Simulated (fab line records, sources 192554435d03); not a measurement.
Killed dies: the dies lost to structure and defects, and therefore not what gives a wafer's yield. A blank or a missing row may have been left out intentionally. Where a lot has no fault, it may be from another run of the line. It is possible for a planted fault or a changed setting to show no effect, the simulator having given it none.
fab line records    flow n5-finfet
[record] lots = 7  wafers = 21
route steps=1938 shown BEOL_M7@1305 BEOL_M9@1405 BEOL_M10@1499 BEOL_M11@1578 BEOL_M12@1637 BEOL_M13@1685
start-h: hours from the record's opening day to when the first of the lot's shown wafers began    wait-h: time in hours since the lot's previous step    " identical to the entry in the row above    L1.1+2: a row that stands for several wafers    - value missing, or start not given    * or withheld: withheld    < > ~ a bound
route shown NAME@n: names a module that has steps shown in the file, with the first one's number in the route    usual: mean/standard deviation of fault-free wafers    same: alike in all rows    chamber/n: place in a boat    sites: each site's reading    _std_site: their standard deviation    _edge_site: inner sites' mean taken away from outer sites' mean    radius-mm: for every site, how far away it sits from the centre of the wafer    mask NAME#n: copy n    behind: the tool/chamber that last shaped the wafer    hold: the reason the lot was held/the length of the hold in hours/how it ended    device: the n, p or np transistor that did not switch    end of line: at the end of the route, the tests of the same wafers    a step given without rows: its recipe and nothing more    killed: at the first sort, the dies lost to defects and structure; wafer yield is something else    map: per-die view of a wafer (x killed, . not killed, _ where there is no die)
set.NAME: the run value of the setting; set.NAME@STEP: its run value at that earlier step    model.NAME: the simulator's own value behind a step, which no gauge read
lots where settings were altered on purpose, with a table for each step and a row for each wafer
[[steps]]
[step N5_BEOL_M7_VIA_ETCH_34]
[recipe] chemistry = C4F6/O2  target = SiCOH_lowk  target-depth-a = 1255  mask-material = SOC  taper-deg = 4  time-s = 50.5  ion-energy-ev = 250  pressure-mtorr = 30  source-w = 345  bias-w = 185  Ar_flow_sccm = 300  C4F6_flow_sccm = 10  O2_flow_sccm = 10
[usual] rf-vpp-V = 658/13
lot.wafer  tool         chamber  start-h  wait-h  set.source-w  set.dose-mj@BEOL_M7_EXPOSE_25  rf-vpp-V  model.BEOL_M7.cd-nm
L077.2     rie-diel-05  0        216.63   0.0     345           42.5                           676       39.8
L077.3     "            3        "        "       345           42.5                           650       39.8
L077.5     "            3        "        "       315.4         42.5                           682       40
L079.2     rie-diel-02  3        227.19   0.0     345           40.62                          638       39.4
L079.4     "            1        "        "       325.1         42.5                           664       40.6
L079.6     "            1        "        "       345           40.62                          645       39.4
L081.4     rie-diel-05  2        251.50   0.0     345           42.5                           659       39.8
L081.5     "            1        "        "       345           41.22                          659       38.8
L081.6     "            3        "        "       345           41.22                          651       39.8
L083.2     rie-diel-06  3        253.81   0.0     345           42.5                           687       40
L083.3     "            2        "        "       345           42.5                           652       39.8
L083.5     "            0        "        "       345           42.5                           649       39.6
L084.1     rie-diel-05  1        266.22   0.0     345           42.5                           660       39.8
L084.4     "            1        "        "       345           42.5                           658       39.6
L084.6     "            2        "        "       345           42.5                           658       40
L090.3     rie-diel-02  3        307.15   0.0     345           41.07                          638       39.4
L090.4     "            0        "        "       345           41.07                          649       39.6
L090.5     "            1        "        "       345           42.5                           647       40.2
L092.1     rie-diel-02  1        317.71   0.0     283.8         44.41                          714       41
L092.2     "            3        "        "       345           44.41                          637       41.2
L092.4     "            2        "        "       283.8         42.5                           737       40
[step N5_BEOL_M9_HM_DEP_02]
[recipe] material = TiN  target-thk-a = 200  temp-c = 25  chamber-pressure-pa = 0.49996
lot.wafer  tool            chamber  start-h  wait-h  set.target-thk-a  model.TiN_of_BEOL_M9_HM_DEP_02.thk-nm
L077.2     pvd-sputter-02  -        229.62   0.4     200               19.8
L077.3     "               -        "        "       210.8             20.6
L077.5     "               -        "        "       200               20.2
L079.2     pvd-sputter-03  -        239.28   0.7     200               20
L079.4     "               -        "        "       189               18.8
L079.6     "               -        "        "       200               20.2
L081.4+5   pvd-sputter-02  -        266.66   2.0     200               19.8
L081.6     "               -        "        "       200               20.2
L083.2+5   pvd-sputter-01  -        271.10   0.7     200               19.6
L083.3     "               -        "        "       200               19.8
L084.1     pvd-sputter-02  -        282.46   1.3     200               20.2
L084.4     "               -        "        "       200               19.6
L084.6     "               -        "        "       212.8             21.2
L090.3+5   pvd-sputter-02  -        322.82   1.6     177.7             18.2
L090.4     "               -        "        "       200               20
L092.1     pvd-sputter-03  -        330.53   0.9     200               20.2
L092.2     "               -        "        "       177.8             17.6
L092.4     "               -        "        "       177.8             17.8
[step N5_BEOL_M9_COAT_59]
[recipe] resist = SOC  temp-c = 250  time-s = 60  spin-rpm = 1500  resist-thk-nm = 100
[step N5_BEOL_M9_COAT_60]
[recipe] resist = SiARC  temp-c = 220  time-s = 60  spin-rpm = 1500  resist-thk-nm = 30
[step N5_BEOL_M9_STRIP_68]
[recipe] chemistry = N2/H2  temp-c = 40  n2-flow-sccm = 200  h2-flow-sccm = 200  rf-frequency-hz = 6e+07
[step N5_BEOL_M9_STRIP_67]
[recipe] chemistry = CF4  resist = SiARC  power-w = 300  bias-power-w = 75  pressure-mtorr = 50  cf4-flow-sccm = 150  rf-frequency-hz = 6e+07
[step N5_BEOL_M9_HM_OPEN_17]
[recipe] chemistry = Cl2/BCl3  target-depth-a = 200  overetch-a = 60  target = TiN  mask-material = SOC  ion-energy-ev = 150  pressure-mtorr = 10  icp-w = 1000  bias-w = 126  Cl2_flow_sccm = 53.25  bcl3-flow-sccm = 21.75  Ar_flow_sccm = 25
lot.wafer  tool          chamber  start-h  wait-h  set.target-thk-a@BEOL_M9_HM_DEP_02  model.etch.depth-nm
L077.2     rie-metal-01  0        230.36   0.0     200                                 19.83
L077.3     "             0        "        "       210.8                               20.56
L077.5     "             1        "        "       200                                 20.29
L079.2     rie-metal-02  1        240.14   0.0     200                                 20.04
L079.4     "             0        "        "       189                                 18.83
L079.6     "             1        "        "       200                                 20.26
L081.4     rie-metal-02  1        267.55   0.1     200                                 19.72
L081.5     "             1        "        "       200                                 19.87
L081.6     "             0        "        "       200                                 20.14
L083.2     rie-metal-03  0        272.12   0.0     200                                 19.51
L083.3     "             1        "        "       200                                 19.71
L083.5     "             0        "        "       200                                 19.56
L084.1     rie-metal-03  1        283.46   0.0     200                                 20.14
L084.4     "             0        "        "       200                                 19.55
L084.6     "             0        "        "       212.8                               21.27
L090.3     rie-metal-03  1        323.72   0.1     177.7                               18.26
L090.4     "             0        "        "       200                                 20.04
L090.5     "             0        "        "       177.7                               18.24
L092.1     rie-metal-01  1        331.63   0.0     200                                 20.25
L092.2     "             0        "        "       177.8                               17.65
L092.4     "             0        "        "       177.8                               17.86
[step N5_BEOL_M9_EXPOSE_25]
[recipe] mask-id = V8  na = 0.33  source-shape = annular  sigma-inner = 0.4  sigma-outer = 0.8  polarization = unpolarized  dose-mj = 37.25
lot.wafer   tool            chamber  start-h  wait-h  mask  set.dose-mj
L077.2+5    euv-scanner-01  0        231.35   -       V8#0  39.43
L077.3      "               0        "        "       V8#0  37.25
L079.2+4+6  euv-scanner-01  0        242.00   -       V8#0  37.25
L081.4+6    euv-scanner-02  0        269.78   -       V8#0  37.25
L081.5      "               0        "        "       V8#0  38.66
L083.2+3+5  euv-scanner-01  0        273.02   -       V8#0  37.25
L084.1      euv-scanner-01  0        283.88   -       V8#0  39.62
L084.4+6    "               0        "        "       V8#0  37.25
L090.3      euv-scanner-01  0        324.66   -       V8#0  37.25
L090.4+5    "               0        "        "       V8#0  34.71
L092.1+4    euv-scanner-01  0        332.16   -       V8#0  38.95
L092.2      "               0        "        "       V8#0  37.25
[step N5_BEOL_M9_PEB_26]
[recipe] peb-temp-c = 100  peb-time-s = 60  resist = CAR-EUV
[step N5_BEOL_M9_DEVELOP_27]
[recipe] develop-time-s = 30  developer = TMAH  resist = CAR-EUV  rinse-liquid = surfactant-rinse  dry = air-spin  dev-temp-c = 23
[step N5_BEOL_M9_CD_MEAS_28]
[recipe] target-cd-nm = 70  landing-energy-ev = 500  detector = se-inlens  polarity = opening
[usual] cd-nm = 70.02/0.28
lot.wafer  tool       chamber  start-h  wait-h  set.dose-mj@BEOL_M9_EXPOSE_25  cd-nm
L077.2     cd-sem-02  0        231.47   -       39.43                          71.15
L077.3     "          0        "        "       37.25                          70.13
L077.5     "          0        "        "       39.43                          71.35
L079.2     cd-sem-03  0        242.13   -       37.25                          70.15
L079.4     "          0        "        "       37.25                          70.12
L079.6     "          0        "        "       37.25                          69.79
L081.4     cd-sem-01  0        269.89   -       37.25                          69.71
L081.5     "          0        "        "       38.66                          71.23
L081.6     "          0        "        "       37.25                          69.83
L083.2     cd-sem-01  0        273.15   -       37.25                          70.38
L083.3     "          0        "        "       37.25                          70.41
L083.5     "          0        "        "       37.25                          70.18
L084.1     cd-sem-03  0        284.01   -       39.62                          71.38
L084.4     "          0        "        "       37.25                          69.96
L084.6     "          0        "        "       37.25                          70.22
L090.3     cd-sem-02  0        324.78   -       37.25                          70.67
L090.4     "          0        "        "       34.71                          68.53
L090.5     "          0        "        "       34.71                          68.36
L092.1     cd-sem-03  0        332.29   -       38.95                          71.18
L092.2     "          0        "        "       37.25                          69.93
L092.4     "          0        "        "       38.95                          70.84
[step N5_BEOL_M10_EXPOSE_25]
[recipe] mask-id = V9  na = 1.35  source-shape = annular  sigma-inner = 0.5  sigma-outer = 0.8  polarization = unpolarized  dose-mj = 85.5
lot.wafer   tool             chamber  start-h  wait-h  mask  set.dose-mj
L077.2+5    arfi-scanner-02  0        238.20   -       V9#0  85.5
L077.3      "                0        "        "       V9#0  83.31
L079.2+4    arfi-scanner-02  0        251.03   -       V9#0  89.51
L079.6      "                0        "        "       V9#0  85.5
L081.4+6    arfi-scanner-01  0        277.22   -       V9#0  81.68
L081.5      "                0        "        "       V9#0  85.5
L083.2+3+5  arfi-scanner-03  0        281.70   -       V9#0  85.5
L084.1+4    arfi-scanner-02  0        294.19   -       V9#0  85.5
L084.6      "                0        "        "       V9#0  82.47
L090.3      arfi-scanner-03  0        332.54   -       V9#0  88.79
L090.4+5    "                0        "        "       V9#0  85.5
L092.1+4    arfi-scanner-01  0        338.25   -       V9#0  88.86
L092.2      "                0        "        "       V9#0  85.5
[step N5_BEOL_M10_PEB_26]
[recipe] peb-temp-c = withheld  peb-time-s = 60  resist = CAR-ArF
[step N5_BEOL_M10_DEVELOP_27]
[recipe] develop-time-s = 30  developer = TMAH  resist = CAR-ArF  rinse-liquid = diw  dry = air-spin  dev-temp-c = 23
[step N5_BEOL_M10_CD_MEAS_28]
[recipe] target-cd-nm = 70  landing-energy-ev = 500  detector = se-inlens  polarity = opening
[usual] cd-nm = 69.4/0.88
lot.wafer  tool       chamber  start-h  wait-h  set.dose-mj@BEOL_M10_EXPOSE_25  cd-nm
L077.2     cd-sem-02  0        238.32   -       85.5                            69.0
L077.3     "          0        "        "       83.31                           66.4
L077.5     "          0        "        "       85.5                            71.2
L079.2     cd-sem-01  0        251.15   -       89.51                           72.7
L079.4     "          0        "        "       89.51                           72.6
L079.6     "          0        "        "       85.5                            69.2
L081.4     cd-sem-01  0        277.34   -       81.68                           67.5
L081.5     "          0        "        "       85.5                            70.6
L081.6     "          0        "        "       81.68                           65.9
L083.2     cd-sem-01  0        281.82   -       85.5                            69.2
L083.3     "          0        "        "       85.5                            69.6
L083.5     "          0        "        "       85.5                            70.2
L084.1     cd-sem-02  0        294.32   -       85.5                            69.0
L084.4     "          0        "        "       85.5                            69.5
L084.6     "          0        "        "       82.47                           65.5
L090.3     cd-sem-02  0        332.66   -       88.79                           73.0
L090.4     "          0        "        "       85.5                            68.9
L090.5     "          0        "        "       85.5                            69.6
L092.1     cd-sem-02  0        338.38   -       88.86                           74.4
L092.2     "          0        "        "       85.5                            69.6
L092.4     "          0        "        "       88.86                           74.0
[step N5_BEOL_M10_VIA_ETCH_34]
[recipe] chemistry = C4F6/O2  target = SiCOH_lowk  target-depth-a = 1845  mask-material = SOC  taper-deg = 4  time-s = 69.2  ion-energy-ev = 250  pressure-mtorr = 30  source-w = 345  bias-w = 185  Ar_flow_sccm = 300  C4F6_flow_sccm = 10  O2_flow_sccm = 10
lot.wafer  tool         chamber  start-h  wait-h  set.time-s  model.etch.depth-nm  model.SOC_of_BEOL_M10_COAT_63.thk-nm
L077.2     rie-diel-04  2        238.62   0.0     69.2        188.5                91.6
L077.3     "            1        "        "       69.2        182                  92.2
L077.5     "            3        "        "       57.4        158.1                93.2
L079.2     rie-diel-01  3        251.45   0.0     61.47       159.5                93
L079.4     "            1        "        "       69.2        179.2                92
L079.6     "            0        "        "       69.2        180.1                92.4
L081.4     rie-diel-01  3        278.19   0.0     69.2        179.8                91.6
L081.5     "            0        "        "       69.2        183.3                91.8
L081.6     "            3        "        "       84.04       220.6                89.8
L083.2     rie-diel-04  2        282.12   0.0     69.2        183.6                91.8
L083.3     "            0        "        "       69.2        188                  91.4
L083.5     "            2        "        "       69.2        184.1                92
L084.1     rie-diel-01  2        294.62   0.0     57.38       155.3                93.2
L084.4     "            0        "        "       57.38       151.1                93.4
L084.6     "            2        "        "       69.2        184.9                92
L090.3     rie-diel-01  0        333.31   0.0     69.2        179.4                92
L090.4     "            3        "        "       69.2        178.7                92
L090.5     "            3        "        "       69.2        180.2                92.2
L092.1     rie-diel-01  3        338.68   0.0     69.2        178.3                92.2
L092.2     "            2        "        "       69.2        184.2                92.2
L092.4     "            1        "        "       81.24       218.1                90.6
[step N5_BEOL_M11_TRENCH_ETCH_37]
[recipe] chemistry = C4F6/O2  target-depth-a = 1488.3  target = SiCOH_lowk  time-s = 48  ion-energy-ev = 250  pressure-mtorr = 30  source-w = 345  bias-w = 185  Ar_flow_sccm = 300  C4F6_flow_sccm = 10  O2_flow_sccm = 10
[usual] rf-vpp-V = 660/13
lot.wafer  tool         chamber  start-h  wait-h  set.bias-w  rf-vpp-V
L077.2     rie-diel-05  2        -        -       185         659
L077.3     "            3        "        "       185         650
L077.5     "            2        "        "       185         659
L079.2     rie-diel-06  1        -        -       166.1       607
L079.4     "            3        "        "       185         687
L079.6     "            2        "        "       185         653
L081.4     rie-diel-06  2        -        -       185         651
L081.5     "            0        "        "       185         647
L081.6     "            1        "        "       185         662
L083.2     rie-diel-06  2        -        -       185         651
L083.3     "            3        "        "       185         686
L083.5     "            0        "        "       185         647
L084.1     rie-diel-06  0        -        -       185         647
L084.4     "            3        "        "       193.8       712
L084.6     "            0        "        "       193.8       671
L090.3     rie-diel-06  1        -        -       173.8       630
L090.4     "            2        "        "       185         663
L090.5     "            1        "        "       173.8       630
L092.1     rie-diel-05  0        -        -       185         678
L092.2     "            3        "        "       153.1       559
L092.4     "            1        "        "       153.1       566
[step N5_BEOL_M12_ETCH_68]
[recipe] chemistry = N2/H2  target = SOC  mask-material = SiARC  source-w = 3000  bias-w = 350  temp-c = 40  time-s = 285  ion-energy-ev = 200  pressure-mtorr = 30  n2-flow-sccm = 200  h2-flow-sccm = 200
lot.wafer  tool         chamber  start-h  wait-h  set.time-s  model.SiARC_of_BEOL_M12_COAT_66.thk-nm
L077.2     rie-diel-01  3        253.06   0.1     337.2       81.8
L077.3     "            2        "        "       285         85.6
L077.5     "            3        "        "       285         86
L079.2+4   rie-diel-04  1,2      263.87   0.1     285         86.4
L079.6     "            3        "        "       285         85.4
L081.4     rie-diel-03  0        290.48   0.1     285         86.8
L081.5+6   "            3,0      "        "       320.2       83.2
L083.2     rie-diel-04  3        296.78   0.1     285         85
L083.3+5   "            2,1      "        "       285         86.2
L084.1     rie-diel-03  2        306.28   0.1     285         85.8
L084.4     "            0        "        "       334.4       81.4
L084.6     "            0        "        "       285         86
L090.3     rie-diel-04  1        346.38   0.1     232.9       90.2
L090.4     "            0        "        "       285         84.2
L090.5     "            0        "        "       232.9       89.2
L092.1     rie-diel-04  3        350.66   0.1     285         85.4
L092.2     "            1        "        "       311.7       83.8
L092.4     "            2        "        "       311.7       83.6
[step N5_BEOL_M12_SPUTTER_43]
[recipe] material = TaN  target-thk-a = 150  temp-c = 50  bias-v = 168.6  power-w = 15000  chamber-pressure-pa = 0.12  time-s = 24.19
lot.wafer   tool            chamber  start-h  wait-h  set.power-w  model.TaN_of_BEOL_M12_SPUTTER_43.thk-nm
L077.2+3    pvd-sputter-01  -        254.88   0.0     15000        14.8
L077.5      "               -        "        "       13670        13.4
L079.2+6    pvd-sputter-02  -        267.30   0.0     15000        15.2
L079.4      "               -        "        "       13680        13.8
L081.4+5    pvd-sputter-03  -        292.78   0.0     15000        15.2
L081.6      "               -        "        "       15000        15.4
L083.2+3+5  pvd-sputter-03  -        299.48   0.0     15000        15.2
L084.1      pvd-sputter-02  -        308.90   0.0     16130        16.4
L084.4      "               -        "        "       15000        15.2
L084.6      "               -        "        "       16130        16.2
L090.3      pvd-sputter-01  -        347.24   0.0     16700        16.8
L090.4      "               -        "        "       16700        16.6
L090.5      "               -        "        "       15000        15.2
L092.1      pvd-sputter-02  -        352.06   0.0     15000        14.8
L092.2      "               -        "        "       15000        15.2
L092.4      "               -        "        "       15000        15
[step N5_BEOL_M13_EXPOSE_25]
[recipe] mask-id = M13  na = 0.93  source-shape = conventional  sigma-outer = 0.4  polarization = unpolarized  target-cd-nm = 210  dose-mj = 22
lot.wafer   tool            chamber  start-h  wait-h  mask   set.dose-mj
L077.2+3    krf-scanner-02  0        258.32   -       M13#0  23.26
L077.5      "               0        "        "       M13#0  22
L079.2+4    krf-scanner-02  0        270.57   -       M13#0  23.55
L079.6      "               0        "        "       M13#0  22
L081.4+5    krf-scanner-02  0        295.34   -       M13#0  20.67
L081.6      "               0        "        "       M13#0  22
L083.2+3+5  krf-scanner-01  0        302.18   -       M13#0  22
L084.1+4    krf-scanner-02  0        311.80   -       M13#0  21.07
L084.6      "               0        "        "       M13#0  22
L090.3      krf-scanner-02  0        349.84   -       M13#0  22
L090.4+5    "               0        "        "       M13#0  20.72
L092.1+4    krf-scanner-02  0        355.08   -       M13#0  22
L092.2      "               0        "        "       M13#0  21.46
[step N5_BEOL_M13_DEVELOP_27]
[recipe] develop-time-s = 45  rinse-liquid = diw  dry = air-spin  dev-temp-c = 21
lot.wafer   tool            chamber  start-h  wait-h  set.develop-time-s
L077.2+5    litho-track-04  0        -        -       45
L077.3      "               0        "        "       35.19
L079.2+4+6  litho-track-04  0        -        -       45
L081.4+6    litho-track-01  0        -        -       45
L081.5      "               0        "        "       41.67
L083.2+3+5  litho-track-05  0        -        -       45
L084.1+4+6  litho-track-05  0        -        -       45
L090.3+5    litho-track-04  0        -        -       40.24
L090.4      "               0        "        "       45
L092.1+2    litho-track-01  0        -        -       45
L092.4      "               0        "        "       37.03
[step N5_BEOL_M13_HARDBAKE_32]
[recipe] temp-c = 130  time-s = 120
[step N5_BEOL_M13_CD_MEAS_28]
[recipe] target-cd-nm = 209.5  landing-energy-ev = 500  detector = se-inlens
[usual] cd-nm = 209.0/0.97
lot.wafer  tool       chamber  start-h  wait-h  set.dose-mj@BEOL_M13_EXPOSE_25  cd-nm
L077.2     cd-sem-01  0        258.49   -       23.26                           215.4
L077.3     "          0        "        "       23.26                           213.5
L077.5     "          0        "        "       22                              210.6
L079.2     cd-sem-02  0        270.73   -       23.55                           215.0
L079.4     "          0        "        "       23.55                           214.7
L079.6     "          0        "        "       22                              209.1
L081.4     cd-sem-03  0        295.50   -       20.67                           201.8
L081.5     "          0        "        "       20.67                           201.9
L081.6     "          0        "        "       22                              209.3
L083.2     cd-sem-01  0        302.35   -       22                              209.1
L083.3     "          0        "        "       22                              209.3
L083.5     "          0        "        "       22                              209.4
L084.1     cd-sem-03  0        311.97   -       21.07                           205.4
L084.4     "          0        "        "       21.07                           203.5
L084.6     "          0        "        "       22                              207.9
L090.3     cd-sem-02  0        350.01   -       22                              209.8
L090.4     "          0        "        "       20.72                           202.8
L090.5     "          0        "        "       20.72                           201.7
L092.1     cd-sem-03  0        355.25   -       22                              210.5
L092.2     "          0        "        "       21.46                           205.8
L092.4     "          0        "        "       22                              208.0
[step N5_BEOL_M13_DESCUM_33]
[recipe] chemistry = O2  time-s = 7.9  source-power-w = 50  bias-power-w = 20  pressure-mtorr = 20  rf-frequency-hz = 2.712e+07  temp-c = 40  o2-flow-sccm = 225
lot.wafer  tool         chamber  start-h  wait-h  set.dose-mj@BEOL_M13_EXPOSE_25  model.BEOL_M13.cd-nm
L077.2     rie-diel-02  1        259.05   0.5     23.26                           215.4
L077.3     "            0        "        "       23.26                           213.8
L077.5     "            1        "        "       22                              210.6
L079.2     rie-diel-05  3        271.06   0.3     23.55                           215.2
L079.4     "            2        "        "       23.55                           214.4
L079.6     "            1        "        "       22                              209.2
L081.4+5   rie-diel-05  1,2      295.60   0.0     20.67                           201.8
L081.6     "            0        "        "       22                              209.2
L083.2+3   rie-diel-06  0,1      302.44   0.0     22                              209.2
L083.5     "            3        "        "       22                              209
L084.1     rie-diel-05  3        312.08   0.1     21.07                           205.4
L084.4     "            1        "        "       21.07                           203.8
L084.6     "            3        "        "       22                              208
L090.3     rie-diel-06  3        350.09   0.0     22                              209.6
L090.4     "            2        "        "       20.72                           202.8
L090.5     "            2        "        "       20.72                           201.6
L092.1     rie-diel-02  2        355.34   0.0     22                              210.2
L092.2     "            1        "        "       21.46                           206
L092.4     "            3        "        "       22                              208.4
[step N5_BEOL_M13_ETCH_67]
[recipe] chemistry = CF4  target = SiARC  target-depth-a = 1430  time-s = 238.3  ion-energy-ev = 80  pressure-mtorr = 40  source-w = 545  bias-w = 36  Ar_flow_sccm = 100  cf4-flow-sccm = 100  ends = cleared
lot.wafer  tool         chamber  start-h  wait-h  set.dose-mj@BEOL_M13_EXPOSE_25  model.BEOL_M13.cd-nm
L077.2     rie-diel-02  1        259.08   0.0     23.26                           215.4
L077.3     "            0        "        "       23.26                           214
L077.5     "            1        "        "       22                              211.6
L079.2     rie-diel-05  3        271.10   0.0     23.55                           217
L079.4     "            2        "        "       23.55                           214.8
L079.6     "            1        "        "       22                              210.2
L081.4     rie-diel-05  1        295.69   0.1     20.67                           202.4
L081.5     "            2        "        "       20.67                           202.2
L081.6     "            0        "        "       22                              208.4
L083.2     rie-diel-06  0        302.47   0.0     22                              209.8
L083.3+5   "            1,3      "        "       22                              209.2
L084.1     rie-diel-05  3        312.12   0.0     21.07                           206.4
L084.4     "            1        "        "       21.07                           203.8
L084.6     "            3        "        "       22                              209
L090.3     rie-diel-06  3        350.13   0.0     22                              209.4
L090.4     "            2        "        "       20.72                           202.8
L090.5     "            2        "        "       20.72                           201.8
L092.1     rie-diel-02  2        355.37   0.0     22                              210.6
L092.2     "            1        "        "       21.46                           206
L092.4     "            3        "        "       22                              208.2
[step N5_BEOL_M13_ETCH_68]
[recipe] chemistry = N2/H2  target = SOC  mask-material = SiARC  source-w = 3000  bias-w = 350  temp-c = 40  time-s = 355  ion-energy-ev = 200  pressure-mtorr = 30  n2-flow-sccm = 200  h2-flow-sccm = 200
lot.wafer  tool         chamber  start-h  wait-h  set.dose-mj@BEOL_M13_EXPOSE_25  model.BEOL_M13.cd-nm
L077.2     rie-diel-02  1        259.23   0.1     23.26                           214.6
L077.3     "            0        "        "       23.26                           216.4
L077.5     "            1        "        "       22                              210.2
L079.2     rie-diel-05  3        271.24   0.1     23.55                           216
L079.4     "            2        "        "       23.55                           214.2
L079.6     "            1        "        "       22                              209.2
L081.4     rie-diel-05  1        295.87   0.1     20.67                           202.4
L081.5     "            2        "        "       20.67                           202.2
L081.6     "            0        "        "       22                              209.2
L083.2     rie-diel-06  0        302.62   0.1     22                              207
L083.3     "            1        "        "       22                              205.6
L083.5     "            3        "        "       22                              207.6
L084.1     rie-diel-05  3        312.27   0.1     21.07                           206
L084.4     "            1        "        "       21.07                           201
L084.6     "            3        "        "       22                              210
L090.3     rie-diel-06  3        350.27   0.1     22                              209.2
L090.4     "            2        "        "       20.72                           204.8
L090.5     "            2        "        "       20.72                           203.2
L092.1     rie-diel-02  2        355.52   0.1     22                              211.8
L092.2     "            1        "        "       21.46                           204.8
L092.4     "            3        "        "       22                              208.6
[[key]]
[split] step = N5_BEOL_M7_VIA_ETCH_34  setting = source-w  stated = 345  by = wafer
[response] step = N5_BEOL_M7_VIA_ETCH_34  reading = rf-vpp-V  change = -4.41  per = 1%  r = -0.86
[split] step = N5_BEOL_M9_HM_DEP_02  setting = target-thk-a  stated = 200  by = wafer
[response] step = N5_BEOL_M9_HM_DEP_02  reading = model.TiN_of_BEOL_M9_HM_DEP_02.thk-nm  change = +0.191  per = 1%  r = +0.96
[response] step = N5_BEOL_M9_HM_OPEN_17  reading = model.etch.depth-nm  change = +0.192  per = 1%  r = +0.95
[split] step = N5_BEOL_M9_EXPOSE_25  setting = dose-mj  stated = 37.25  by = wafer
[response] step = N5_BEOL_M9_CD_MEAS_28  reading = cd-nm  change = +0.258  per = 1%  r = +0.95
[split] step = N5_BEOL_M10_EXPOSE_25  setting = dose-mj  stated = 85.5  by = wafer
[response] step = N5_BEOL_M10_CD_MEAS_28  reading = cd-nm  change = +0.977  per = 1%  r = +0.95
[split] step = N5_BEOL_M10_VIA_ETCH_34  setting = time-s  stated = 69.2  by = wafer
[response] step = N5_BEOL_M10_VIA_ETCH_34  reading = model.etch.depth-nm  change = +1.84  per = 1%  r = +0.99
[response] step = N5_BEOL_M10_VIA_ETCH_34  reading = model.SOC_of_BEOL_M10_COAT_63.thk-nm  change = -0.0829  per = 1%  r = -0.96
[split] step = N5_BEOL_M11_TRENCH_ETCH_37  setting = bias-w  stated = 185  by = wafer
[response] step = N5_BEOL_M11_TRENCH_ETCH_37  reading = rf-vpp-V  change = +6.61  per = 1%  r = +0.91
[split] step = N5_BEOL_M12_ETCH_68  setting = time-s  stated = 285  by = wafer
[response] step = N5_BEOL_M12_ETCH_68  reading = model.SiARC_of_BEOL_M12_COAT_66.thk-nm  change = -0.258  per = 1%  r = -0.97
[split] step = N5_BEOL_M12_SPUTTER_43  setting = power-w  stated = 15000  by = wafer
[response] step = N5_BEOL_M12_SPUTTER_43  reading = model.TaN_of_BEOL_M12_SPUTTER_43.thk-nm  change = +0.147  per = 1%  r = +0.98
[split] step = N5_BEOL_M13_EXPOSE_25  setting = dose-mj  stated = 22  by = wafer
[response] step = N5_BEOL_M13_CD_MEAS_28  reading = cd-nm  change = +0.985  per = 1%  r = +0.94
[response] step = N5_BEOL_M13_DESCUM_33  reading = model.BEOL_M13.cd-nm  change = +0.977  per = 1%  r = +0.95
[response] step = N5_BEOL_M13_ETCH_67  reading = model.BEOL_M13.cd-nm  change = +0.911  per = 1%  r = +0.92
[response] step = N5_BEOL_M13_ETCH_68  reading = model.BEOL_M13.cd-nm  change = +1.04  per = 1%  r = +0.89
[split] step = N5_BEOL_M13_DEVELOP_27  setting = develop-time-s  stated = 45  by = wafer
response none clear
split outside-this-file step=N5_BEOL_M7_EXPOSE_25 setting=dose-mj
// split outside-this-file: this setting was split too, and the file shows its column; the key of that split is in another file
